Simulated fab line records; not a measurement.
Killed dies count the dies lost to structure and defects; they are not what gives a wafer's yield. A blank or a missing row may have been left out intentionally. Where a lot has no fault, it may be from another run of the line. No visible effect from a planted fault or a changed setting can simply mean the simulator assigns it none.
fab line records / flow nandHarc
record lots=6 wafers=18 lastDay=33
route steps=1302 shown THIN_TSV@1283
lots that met no fault: taken from a fault-free run of the same line
startH: hours from the record's first day to the start of the lot's first wafer shown / waitH: hours elapsed since this lot's preceding step / " same as the row above / L1.1+2: a single row standing in for several wafers / - value missing, or start not given / * or withheld: withheld / < > ~ a bound
route shown NAME@n: names a module that has steps shown in the file, with the first one's number in the route / usual: mean and standard deviation over wafers with no fault / same: alike in all rows / chamber/n: place in a boat / sites: per-site readings / _std_site: the values' standard deviation / _edge_site: inner sites' mean taken away from outer sites' mean / radiusMm: how far each site lies from the wafer's centre / mask NAME#n: copy n / behind: the last tool/chamber to shape the wafer / hold: what put the lot on hold/how long, in hours/how the hold closed / device: whichever transistor did not switch (one of n, p or np) / end of line: tests of these same wafers at the route's end / a step without rows: its recipe alone / killed: dies lost to structure and defects at the first sort, not the wafer's yield / map: a wafer's dies, marking killed ones x, the rest . and places with no die _
set.NAME: the setting that was run; set.NAME@STEP: the one run at that earlier step / model.NAME: the simulator's own value behind a step, which no gauge read
a table for each step, a row for each wafer; lots at some steps of the route
services: when a tool's chamber went out of use (startH, in hours from the record's first day, below 0 if earlier), for how many hours, and the reason
## steps
# step NHARC_THIN_TSV_DEHYDRATE_25
# recipe tempC=150 timeS=120
# step NHARC_THIN_TSV_HMDS_26
# recipe timeS=30
# step NHARC_THIN_TSV_COAT_27
# recipe spinRpm=*
# step NHARC_THIN_TSV_SOFTBAKE_28
# recipe tempC=122 timeS=95
# step NHARC_THIN_TSV_EBR_29
# step NHARC_THIN_TSV_EXPOSE_30
# recipe na=0.55 doseMj=11.47 maskId=PAD
# step NHARC_THIN_TSV_PEB_31
# recipe pebTempC=118 pebTimeS=85
# step NHARC_THIN_TSV_DEVELOP_32
# recipe timeS=70
# step NHARC_THIN_TSV_CD_MEAS_33
# recipe targetCdNm=5000 landingEnergyEv=500
# usual cdNm=5000.2/1.4
lot.wafer=L459.2 tool=cdSem-02 chamber=0 startH=582.05 waitH=- cdNm=4999.5
lot.wafer=L459.3 tool=cdSem-02 chamber=0 startH=582.05 waitH=- cdNm=4999.3
lot.wafer=L459.4 tool=cdSem-02 chamber=0 startH=582.05 waitH=- cdNm=4999.6
lot.wafer=L463.3 tool=cdSem-03 chamber=0 startH=633.50 waitH=- cdNm=5000.8
lot.wafer=L463.5 tool=cdSem-03 chamber=0 startH=633.50 waitH=- cdNm=5000.7
lot.wafer=L463.6 tool=cdSem-03 chamber=0 startH=633.50 waitH=- cdNm=5001.9
lot.wafer=L469.1 tool=cdSem-01 chamber=0 startH=685.44 waitH=- cdNm=4999.0
lot.wafer=L469.2 tool=cdSem-01 chamber=0 startH=685.44 waitH=- cdNm=4997.7
lot.wafer=L469.5 tool=cdSem-01 chamber=0 startH=685.44 waitH=- cdNm=4998.3
lot.wafer=L471.1 tool=cdSem-02 chamber=0 startH=729.48 waitH=- cdNm=5000.2
lot.wafer=L471.2 tool=cdSem-02 chamber=0 startH=729.48 waitH=- cdNm=5000.7
lot.wafer=L471.6 tool=cdSem-02 chamber=0 startH=729.48 waitH=- cdNm=4999.7
lot.wafer=L473.2 tool=cdSem-01 chamber=0 startH=733.08 waitH=- cdNm=4998.6
lot.wafer=L473.4 tool=cdSem-01 chamber=0 startH=733.08 waitH=- cdNm=4999.5
lot.wafer=L473.5 tool=cdSem-01 chamber=0 startH=733.08 waitH=- cdNm=4998.5
lot.wafer=L477.4 tool=cdSem-03 chamber=0 startH=767.37 waitH=- cdNm=4998.7
lot.wafer=L477.5 tool=cdSem-03 chamber=0 startH=767.37 waitH=- cdNm=5001.7
lot.wafer=L477.6 tool=cdSem-03 chamber=0 startH=767.37 waitH=- cdNm=5000.3
# step NHARC_THIN_TSV_HARDBAKE_34
# recipe tempC=125 timeS=80
# step NHARC_THIN_TSV_DESCUM_35
# recipe timeS=3 o2FlowSccm=200 arFlowSccm=0 biasPowerW=0 chemistry=O2
# usual drypumpMotorCurrentA=5.7/0.37 o2FlowSccm=199.9/0.64 oesProductAu=0.998/0.0071 rfVppV=57.7/0.98 showerheadPlenumPTorr=1.89/0.077 throttleValvePct=11.312/0.0095
lot.wafer=L459.4 tool=rieDiel-12 chamber=3 startH=582.21 waitH=- drypumpMotorCurrentA=5.9 o2FlowSccm=199.2 oesProductAu=0.999 rfHoursCounterH=8.7 rfVppV=56.5 showerheadPlenumPTorr=1.96 throttleValvePct=11.326
lot.wafer=L459.2 tool=rieDiel-12 chamber=0 startH=582.21 waitH=- drypumpMotorCurrentA=6.0 o2FlowSccm=199.9 oesProductAu=0.996 rfHoursCounterH=8.5 rfVppV=56.2 showerheadPlenumPTorr=1.81 throttleValvePct=11.320
lot.wafer=L459.3 tool=rieDiel-12 chamber=2 startH=582.21 waitH=- drypumpMotorCurrentA=5.5 o2FlowSccm=200.2 oesProductAu=0.989 rfHoursCounterH=8.1 rfVppV=58.9 showerheadPlenumPTorr=2.02 throttleValvePct=11.304
lot.wafer=L463.3 tool=rieDiel-13 chamber=2 startH=633.70 waitH=- drypumpMotorCurrentA=5.4 o2FlowSccm=199.9 oesProductAu=1.006 rfHoursCounterH=6.1 rfVppV=57.5 showerheadPlenumPTorr=1.96 throttleValvePct=11.307
lot.wafer=L463.5 tool=rieDiel-13 chamber=3 startH=633.70 waitH=- drypumpMotorCurrentA=5.7 o2FlowSccm=199.5 oesProductAu=1.005 rfHoursCounterH=- rfVppV=58.2 showerheadPlenumPTorr=1.87 throttleValvePct=11.324
lot.wafer=L463.6 tool=rieDiel-13 chamber=0 startH=633.70 waitH=- drypumpMotorCurrentA=6.3 o2FlowSccm=199.2 oesProductAu=1.008 rfHoursCounterH=- rfVppV=58.2 showerheadPlenumPTorr=1.86 throttleValvePct=11.297
lot.wafer=L469.2 tool=rieDiel-13 chamber=3 startH=685.62 waitH=- drypumpMotorCurrentA=5.7 o2FlowSccm=200.0 oesProductAu=1.004 rfHoursCounterH=9.3 rfVppV=57.3 showerheadPlenumPTorr=1.86 throttleValvePct=11.304
lot.wafer=L469.1 tool=rieDiel-13 chamber=0 startH=685.62 waitH=- drypumpMotorCurrentA=6.3 o2FlowSccm=200.6 oesProductAu=1.010 rfHoursCounterH=10.2 rfVppV=57.0 showerheadPlenumPTorr=1.85 throttleValvePct=11.317
lot.wafer=L469.5 tool=rieDiel-13 chamber=2 startH=685.62 waitH=- drypumpMotorCurrentA=5.4 o2FlowSccm=199.7 oesProductAu=1.001 rfHoursCounterH=- rfVppV=58.4 showerheadPlenumPTorr=1.96 throttleValvePct=11.313
lot.wafer=L471.1 tool=rieDiel-12 chamber=2 startH=729.67 waitH=- drypumpMotorCurrentA=5.5 o2FlowSccm=199.7 oesProductAu=1.017 rfHoursCounterH=8.8 rfVppV=58.2 showerheadPlenumPTorr=2.01 throttleValvePct=11.322
lot.wafer=L471.2 tool=rieDiel-12 chamber=3 startH=729.67 waitH=- drypumpMotorCurrentA=5.9 o2FlowSccm=200.0 oesProductAu=0.997 rfHoursCounterH=7.7 rfVppV=60.1 showerheadPlenumPTorr=1.96 throttleValvePct=11.309
lot.wafer=L471.6 tool=rieDiel-12 chamber=1 startH=729.67 waitH=- drypumpMotorCurrentA=5.2 o2FlowSccm=199.8 oesProductAu=0.994 rfHoursCounterH=- rfVppV=56.1 showerheadPlenumPTorr=1.81 throttleValvePct=11.325
lot.wafer=L473.2 tool=rieDiel-09 chamber=3 startH=733.27 waitH=- drypumpMotorCurrentA=5.7 o2FlowSccm=199.3 oesProductAu=1.003 rfHoursCounterH=1.9 rfVppV=58.3 showerheadPlenumPTorr=1.88 throttleValvePct=11.310
lot.wafer=L473.4 tool=rieDiel-09 chamber=0 startH=733.27 waitH=- drypumpMotorCurrentA=6.2 o2FlowSccm=200.0 oesProductAu=0.997 rfHoursCounterH=1.9 rfVppV=60.0 showerheadPlenumPTorr=2.00 throttleValvePct=11.315
lot.wafer=L473.5 tool=rieDiel-09 chamber=2 startH=733.27 waitH=- drypumpMotorCurrentA=5.7 o2FlowSccm=200.9 oesProductAu=0.990 rfHoursCounterH=- rfVppV=58.7 showerheadPlenumPTorr=1.97 throttleValvePct=11.319
lot.wafer=L477.4 tool=rieDiel-13 chamber=1 startH=767.54 waitH=- drypumpMotorCurrentA=5.1 o2FlowSccm=200.2 oesProductAu=0.996 rfHoursCounterH=5.3 rfVppV=58.3 showerheadPlenumPTorr=1.84 throttleValvePct=11.301
lot.wafer=L477.6 tool=rieDiel-13 chamber=3 startH=767.54 waitH=- drypumpMotorCurrentA=5.7 o2FlowSccm=200.7 oesProductAu=1.004 rfHoursCounterH=- rfVppV=58.0 showerheadPlenumPTorr=1.86 throttleValvePct=11.319
lot.wafer=L477.5 tool=rieDiel-13 chamber=0 startH=767.54 waitH=- drypumpMotorCurrentA=6.3 o2FlowSccm=198.5 oesProductAu=0.993 rfHoursCounterH=- rfVppV=56.3 showerheadPlenumPTorr=1.85 throttleValvePct=11.333
# step NHARC_THIN_TSV_ETCH_59
# recipe targetDepthA=8800 icpW=900 biasW=100 Cl2_flow_sccm=60 bcl3FlowSccm=30 timeS=138.1 chemistry=Cl2/BCl3
# usual biasW=100.01/0.28 drypumpMotorCurrentA=5.8/0.31 oesProductAu=1.002/0.0067 runLengthS=159.4/0.37 throttleValvePct=22.266/0.009
lot.wafer=L459.2 tool=rieMetal-02 chamber=0 startH=582.38 waitH=0.1 biasW=99.59 drypumpMotorCurrentA=5.4 oesProductAu=0.997 rfHoursCounterH=2.0 runLengthS=159.5 throttleValvePct=22.247
lot.wafer=L459.4 tool=rieMetal-02 chamber=1 startH=582.38 waitH=0.1 biasW=99.99 drypumpMotorCurrentA=5.6 oesProductAu=0.994 rfHoursCounterH=- runLengthS=159.9 throttleValvePct=22.276
lot.wafer=L459.3 tool=rieMetal-02 chamber=0 startH=582.38 waitH=0.1 biasW=100.18 drypumpMotorCurrentA=5.5 oesProductAu=0.993 rfHoursCounterH=- runLengthS=159.2 throttleValvePct=22.267
lot.wafer=L463.3 tool=rieMetal-01 chamber=1 startH=633.93 waitH=0.2 biasW=100.10 drypumpMotorCurrentA=5.8 oesProductAu=1.007 rfHoursCounterH=- runLengthS=158.9 throttleValvePct=22.255
lot.wafer=L463.5 tool=rieMetal-01 chamber=1 startH=633.93 waitH=0.2 biasW=99.99 drypumpMotorCurrentA=5.8 oesProductAu=1.003 rfHoursCounterH=- runLengthS=159.5 throttleValvePct=22.271
lot.wafer=L463.6 tool=rieMetal-01 chamber=1 startH=633.93 waitH=0.2 biasW=99.82 drypumpMotorCurrentA=5.8 oesProductAu=0.999 rfHoursCounterH=- runLengthS=159.4 throttleValvePct=22.262
lot.wafer=L469.1 tool=rieMetal-01 chamber=0 startH=685.73 waitH=0.1 biasW=100.22 drypumpMotorCurrentA=5.8 oesProductAu=1.004 rfHoursCounterH=2.0 runLengthS=159.1 throttleValvePct=22.267
lot.wafer=L469.2 tool=rieMetal-01 chamber=1 startH=685.73 waitH=0.1 biasW=100.40 drypumpMotorCurrentA=5.8 oesProductAu=0.999 rfHoursCounterH=2.4 runLengthS=159.0 throttleValvePct=22.270
lot.wafer=L469.5 tool=rieMetal-01 chamber=1 startH=685.73 waitH=0.1 biasW=100.17 drypumpMotorCurrentA=5.8 oesProductAu=0.999 rfHoursCounterH=- runLengthS=159.2 throttleValvePct=22.257
lot.wafer=L471.2 tool=rieMetal-01 chamber=0 startH=729.77 waitH=0.1 biasW=100.67 drypumpMotorCurrentA=5.8 oesProductAu=1.006 rfHoursCounterH=2.5 runLengthS=159.2 throttleValvePct=22.260
lot.wafer=L471.1 tool=rieMetal-01 chamber=1 startH=729.77 waitH=0.1 biasW=99.98 drypumpMotorCurrentA=5.8 oesProductAu=0.993 rfHoursCounterH=2.9 runLengthS=159.4 throttleValvePct=22.263
lot.wafer=L471.6 tool=rieMetal-01 chamber=1 startH=729.77 waitH=0.1 biasW=99.54 drypumpMotorCurrentA=5.8 oesProductAu=1.008 rfHoursCounterH=- runLengthS=159.5 throttleValvePct=22.262
lot.wafer=L473.2 tool=rieMetal-03 chamber=0 startH=733.37 waitH=0.1 biasW=100.29 drypumpMotorCurrentA=5.7 oesProductAu=0.993 rfHoursCounterH=0.3 runLengthS=159.5 throttleValvePct=22.256
lot.wafer=L473.4 tool=rieMetal-03 chamber=1 startH=733.37 waitH=0.1 biasW=99.97 drypumpMotorCurrentA=6.4 oesProductAu=0.996 rfHoursCounterH=- runLengthS=158.8 throttleValvePct=22.283
lot.wafer=L473.5 tool=rieMetal-03 chamber=0 startH=733.37 waitH=0.1 biasW=100.19 drypumpMotorCurrentA=5.7 oesProductAu=0.994 rfHoursCounterH=- runLengthS=159.5 throttleValvePct=22.270
lot.wafer=L477.4 tool=rieMetal-03 chamber=0 startH=767.75 waitH=0.2 biasW=99.81 drypumpMotorCurrentA=5.7 oesProductAu=0.993 rfHoursCounterH=- runLengthS=159.6 throttleValvePct=22.273
lot.wafer=L477.6 tool=rieMetal-03 chamber=1 startH=767.75 waitH=0.2 biasW=100.01 drypumpMotorCurrentA=6.5 oesProductAu=1.003 rfHoursCounterH=- runLengthS=159.4 throttleValvePct=22.276
lot.wafer=L477.5 tool=rieMetal-03 chamber=0 startH=767.75 waitH=0.2 biasW=99.64 drypumpMotorCurrentA=5.7 oesProductAu=0.980 rfHoursCounterH=- runLengthS=159.6 throttleValvePct=22.260
# step NHARC_THIN_TSV_ETCH_36
# recipe targetDepthA=650 overEtchFrac=0.3 timeS=18.571 ionEnergyEv=150 chemistry=Cl2/BCl3
# usual drypumpMotorCurrentA=5.8/0.32 oesProductAu=1.002/0.0071 runLengthS=39.8/0.39
lot.wafer=L459.2 tool=rieMetal-02 chamber=1 startH=582.61 waitH=0.2 drypumpMotorCurrentA=5.6 oesProductAu=1.004 rfHoursCounterH=2.0 runLengthS=40.4
lot.wafer=L459.3 tool=rieMetal-02 chamber=0 startH=582.61 waitH=0.2 drypumpMotorCurrentA=5.5 oesProductAu=0.997 rfHoursCounterH=- runLengthS=39.7
lot.wafer=L459.4 tool=rieMetal-02 chamber=1 startH=582.61 waitH=0.2 drypumpMotorCurrentA=5.6 oesProductAu=1.000 rfHoursCounterH=- runLengthS=40.0
lot.wafer=L463.3 tool=rieMetal-01 chamber=1 startH=634.28 waitH=0.3 drypumpMotorCurrentA=5.7 oesProductAu=0.998 rfHoursCounterH=- runLengthS=39.4
lot.wafer=L463.5 tool=rieMetal-01 chamber=1 startH=634.28 waitH=0.3 drypumpMotorCurrentA=5.8 oesProductAu=0.994 rfHoursCounterH=- runLengthS=39.7
lot.wafer=L463.6 tool=rieMetal-01 chamber=1 startH=634.28 waitH=0.3 drypumpMotorCurrentA=5.8 oesProductAu=1.000 rfHoursCounterH=- runLengthS=39.4
lot.wafer=L469.1 tool=rieMetal-01 chamber=0 startH=685.99 waitH=0.2 drypumpMotorCurrentA=5.8 oesProductAu=1.009 rfHoursCounterH=2.1 runLengthS=35.1
lot.wafer=L469.2 tool=rieMetal-01 chamber=1 startH=685.99 waitH=0.2 drypumpMotorCurrentA=5.8 oesProductAu=1.001 rfHoursCounterH=2.5 runLengthS=34.6
lot.wafer=L469.5 tool=rieMetal-01 chamber=0 startH=685.99 waitH=0.2 drypumpMotorCurrentA=5.8 oesProductAu=1.014 rfHoursCounterH=- runLengthS=35.2
lot.wafer=L471.1 tool=rieMetal-01 chamber=1 startH=730.03 waitH=0.2 drypumpMotorCurrentA=5.8 oesProductAu=1.005 rfHoursCounterH=3.0 runLengthS=34.6
lot.wafer=L471.2 tool=rieMetal-01 chamber=0 startH=730.03 waitH=0.2 drypumpMotorCurrentA=5.7 oesProductAu=1.008 rfHoursCounterH=2.6 runLengthS=34.6
lot.wafer=L471.6 tool=rieMetal-01 chamber=1 startH=730.03 waitH=0.2 drypumpMotorCurrentA=5.7 oesProductAu=1.004 rfHoursCounterH=- runLengthS=35.0
lot.wafer=L473.2 tool=rieMetal-03 chamber=1 startH=733.63 waitH=0.2 drypumpMotorCurrentA=6.5 oesProductAu=1.005 rfHoursCounterH=0.4 runLengthS=39.1
lot.wafer=L473.4 tool=rieMetal-03 chamber=0 startH=733.63 waitH=0.2 drypumpMotorCurrentA=5.7 oesProductAu=1.000 rfHoursCounterH=- runLengthS=39.9
lot.wafer=L473.5 tool=rieMetal-03 chamber=1 startH=733.63 waitH=0.2 drypumpMotorCurrentA=6.5 oesProductAu=1.004 rfHoursCounterH=- runLengthS=40.0
lot.wafer=L477.4 tool=rieMetal-03 chamber=1 startH=767.92 waitH=0.1 drypumpMotorCurrentA=6.5 oesProductAu=0.996 rfHoursCounterH=- runLengthS=39.2
lot.wafer=L477.6 tool=rieMetal-03 chamber=1 startH=767.92 waitH=0.1 drypumpMotorCurrentA=6.5 oesProductAu=0.998 rfHoursCounterH=- runLengthS=39.0
lot.wafer=L477.5 tool=rieMetal-03 chamber=0 startH=767.92 waitH=0.1 drypumpMotorCurrentA=5.7 oesProductAu=0.995 rfHoursCounterH=- runLengthS=40.4
# step NHARC_THIN_TSV_STRIP_56
# recipe powerW=1500 tempC=250 chemistry=O2
# usual drypumpMotorCurrentA=5.9/0.4 heaterPowerW=348/44 rfReflPowerW=23/7.2
lot.wafer=L459.2 tool=plasmaAsher-01 chamber=0 startH=582.75 waitH=0.1 drypumpMotorCurrentA=5.8 heaterPowerW=362 rfHoursCounterH=11 rfReflPowerW=-
lot.wafer=L459.3 tool=plasmaAsher-01 chamber=1 startH=582.75 waitH=0.1 drypumpMotorCurrentA=5.4 heaterPowerW=386 rfHoursCounterH=- rfReflPowerW=-
lot.wafer=L459.4 tool=plasmaAsher-01 chamber=0 startH=582.75 waitH=0.1 drypumpMotorCurrentA=5.8 heaterPowerW=369 rfHoursCounterH=- rfReflPowerW=-
lot.wafer=L463.3 tool=plasmaAsher-02 chamber=0 startH=634.53 waitH=0.2 drypumpMotorCurrentA=5.7 heaterPowerW=357 rfHoursCounterH=- rfReflPowerW=-
lot.wafer=L463.6 tool=plasmaAsher-02 chamber=1 startH=634.53 waitH=0.2 drypumpMotorCurrentA=6.5 heaterPowerW=273 rfHoursCounterH=- rfReflPowerW=-
lot.wafer=L463.5 tool=plasmaAsher-02 chamber=0 startH=634.53 waitH=0.2 drypumpMotorCurrentA=5.7 heaterPowerW=344 rfHoursCounterH=- rfReflPowerW=-
lot.wafer=L469.1 tool=plasmaAsher-02 chamber=0 startH=686.09 waitH=0.1 drypumpMotorCurrentA=5.7 heaterPowerW=351 rfHoursCounterH=17 rfReflPowerW=22
lot.wafer=L469.2 tool=plasmaAsher-02 chamber=1 startH=686.09 waitH=0.1 drypumpMotorCurrentA=6.6 heaterPowerW=274 rfHoursCounterH=17 rfReflPowerW=37
lot.wafer=L469.5 tool=plasmaAsher-02 chamber=0 startH=686.09 waitH=0.1 drypumpMotorCurrentA=5.7 heaterPowerW=345 rfHoursCounterH=- rfReflPowerW=22
lot.wafer=L471.2 tool=plasmaAsher-01 chamber=1 startH=730.14 waitH=0.1 drypumpMotorCurrentA=5.4 heaterPowerW=409 rfHoursCounterH=5 rfReflPowerW=22
lot.wafer=L471.1 tool=plasmaAsher-01 chamber=0 startH=730.14 waitH=0.1 drypumpMotorCurrentA=5.8 heaterPowerW=349 rfHoursCounterH=5 rfReflPowerW=14
lot.wafer=L471.6 tool=plasmaAsher-01 chamber=0 startH=730.14 waitH=0.1 drypumpMotorCurrentA=5.9 heaterPowerW=356 rfHoursCounterH=- rfReflPowerW=14
lot.wafer=L473.2 tool=plasmaAsher-02 chamber=1 startH=733.73 waitH=0.1 drypumpMotorCurrentA=6.6 heaterPowerW=281 rfHoursCounterH=27 rfReflPowerW=36
lot.wafer=L473.4 tool=plasmaAsher-02 chamber=1 startH=733.73 waitH=0.1 drypumpMotorCurrentA=6.5 heaterPowerW=287 rfHoursCounterH=- rfReflPowerW=36
lot.wafer=L473.5 tool=plasmaAsher-02 chamber=0 startH=733.73 waitH=0.1 drypumpMotorCurrentA=5.7 heaterPowerW=346 rfHoursCounterH=- rfReflPowerW=21
lot.wafer=L477.4 tool=plasmaAsher-02 chamber=0 startH=768.14 waitH=0.2 drypumpMotorCurrentA=5.7 heaterPowerW=342 rfHoursCounterH=- rfReflPowerW=21
lot.wafer=L477.5 tool=plasmaAsher-02 chamber=1 startH=768.14 waitH=0.2 drypumpMotorCurrentA=6.5 heaterPowerW=271 rfHoursCounterH=- rfReflPowerW=32
lot.wafer=L477.6 tool=plasmaAsher-02 chamber=0 startH=768.14 waitH=0.2 drypumpMotorCurrentA=5.7 heaterPowerW=339 rfHoursCounterH=- rfReflPowerW=22
## services
tool=rieDiel-12 chamber=3 startH=562.71 hours=7.5 kind=repair
tool=rieDiel-09 chamber=0 startH=563.07 hours=11.8 kind=repair
tool=rieMetal-02 chamber=1 startH=563.79 hours=7.0 kind=repair
tool=rieDiel-09 chamber=2 startH=564.88 hours=9.5 kind=repair
tool=rieDiel-09 chamber=3 startH=573.69 hours=4.6 kind=repair
tool=rieMetal-01 chamber=- startH=575.11 hours=9.0 kind=pm
tool=plasmaAsher-02 chamber=- startH=585.82 hours=4.3 kind=repair
tool=rieDiel-12 chamber=3 startH=591.69 hours=6.0 kind=repair
tool=plasmaAsher-01 chamber=- startH=594.24 hours=2.0 kind=repair
tool=plasmaAsher-02 chamber=- startH=603.60 hours=9.0 kind=pm
tool=rieDiel-13 chamber=1 startH=603.92 hours=5.6 kind=repair
tool=rieDiel-12 chamber=- startH=622.45 hours=9.0 kind=pm
tool=rieMetal-01 chamber=0 startH=630.73 hours=3.7 kind=repair
tool=rieMetal-02 chamber=- startH=631.00 hours=9.0 kind=pm
tool=rieDiel-09 chamber=- startH=674.15 hours=9.0 kind=pm
tool=rieDiel-09 chamber=3 startH=693.54 hours=1.2 kind=repair
tool=plasmaAsher-01 chamber=- startH=696.00 hours=9.0 kind=pm
tool=rieMetal-03 chamber=- startH=696.00 hours=9.0 kind=pm
tool=rieDiel-13 chamber=- startH=696.05 hours=9.0 kind=pm
tool=rieDiel-09 chamber=- startH=712.71 hours=0.3 kind=repair
tool=rieMetal-01 chamber=- startH=730.67 hours=0.9 kind=repair
tool=rieDiel-09 chamber=- startH=734.59 hours=0.4 kind=repair
tool=rieDiel-13 chamber=2 startH=743.59 hours=5.4 kind=repair
tool=rieMetal-01 chamber=- startH=752.11 hours=9.0 kind=pm
## key
firstSign step=NHARC_THIN_TSV_ETCH_36 reading=runLengthS direction=down sigmas=13 usual=* struck=*
effect none on later readings
metAt NHARC_THIN_TSV_ETCH_36
struckWafers L469.1,L469.2,L469.5,L471.1,L471.2,L471.6
laterRowsLeftOut L469.1,L469.2,L469.5,L471.1,L471.2,L471.6
sortLeftOut L469.1,L469.2,L469.5,L471.1,L471.2,L471.6
onsetBetween 634.28 685.99
fault kind=processParameterDrift tool=rieMetal-01 chamber=- onsetH=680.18 steps=NHARC_THIN_TSV_ETCH_36 channel=timeS offset=* shape=step actsIn=* stated=*
# sortLeftOut: the simulated sort isn't trusted on such a fault, so these wafers' sort isn't shown, and their yield isn't known
# laterRowsLeftOut: the simulator's readings of these wafers behind a module that went badly wrong aren't trusted and aren't shown, but for the sort
